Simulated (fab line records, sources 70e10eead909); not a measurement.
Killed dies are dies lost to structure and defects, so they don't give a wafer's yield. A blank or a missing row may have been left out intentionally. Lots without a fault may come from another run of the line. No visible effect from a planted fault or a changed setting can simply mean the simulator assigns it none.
Matching of chambers    flow nand-harc    NHARC_A_CONTACT_ALD_18 on ald-metal-02: 4 sister chambers
The step deposits TiN, target thk 3 nm, pulse time 1 s, ald cycles 150. 8 wafers are shown with their chamber, then 9 later ones without.

## EACH WAFER AND ITS CHAMBER
wafer   chamber  heater-power-w (W)  precursor-pulse-height-rel
L079.2  3        1415                1.013
L077.6  3        1376                1.008
L082.1  0        999                 1.015
L082.4  2        912                 0.996
L082.5  1        937                 1.009
L085.1  0        983                 1.023
L085.4  2        864                 1.026
L085.5  1        906                 0.988

## WAFERS WHOSE CHAMBER IS MISSING
wafer   heater-power-w (W)  precursor-pulse-height-rel
L090.1  1029                1.006
L090.3  1357                0.982
L090.4  902                 1.010
L091.1  923                 0.986
L091.3  998                 1.000
L091.5  869                 0.993
L095.1  994                 0.975
L095.3  881                 0.936
L095.4  1424                0.999

## CHAMBER TAKEN BY EACH
wafer   from the rows above           in truth
L090.1  0                             0
L090.3  3                             3
L090.4  can't be placed: 2 or 1       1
L091.1  can't be placed: 1 or 2       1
L091.3  can't be placed: 0 or 1       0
L091.5  can't be placed: 2 or 1       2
L095.1  can't be placed: 0 or 1 or 2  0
L095.3  can't be placed: 1 or 2       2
L095.4  3                             3
3 of 9 placed correctly. Can't be placed from these rows: 6 (the true chamber is among the candidates in 6). 0 placed wrongly.
How it was worked out, from the rows above alone: a wafer's distance from a chamber is the root of the sum, over the readings, of the square of ((its reading less the chamber's mean) divided by the reading's scatter). If the next closest chamber is less than 2 further off than the closest, the wafer can't be placed; otherwise it belongs to the closest. The mean given for a chamber averages the wafers shown for that chamber. The scatter is the square root of a quotient: the sum, over the shown wafers, of each reading's squared deviation from its chamber's mean, divided by wafers minus chambers.
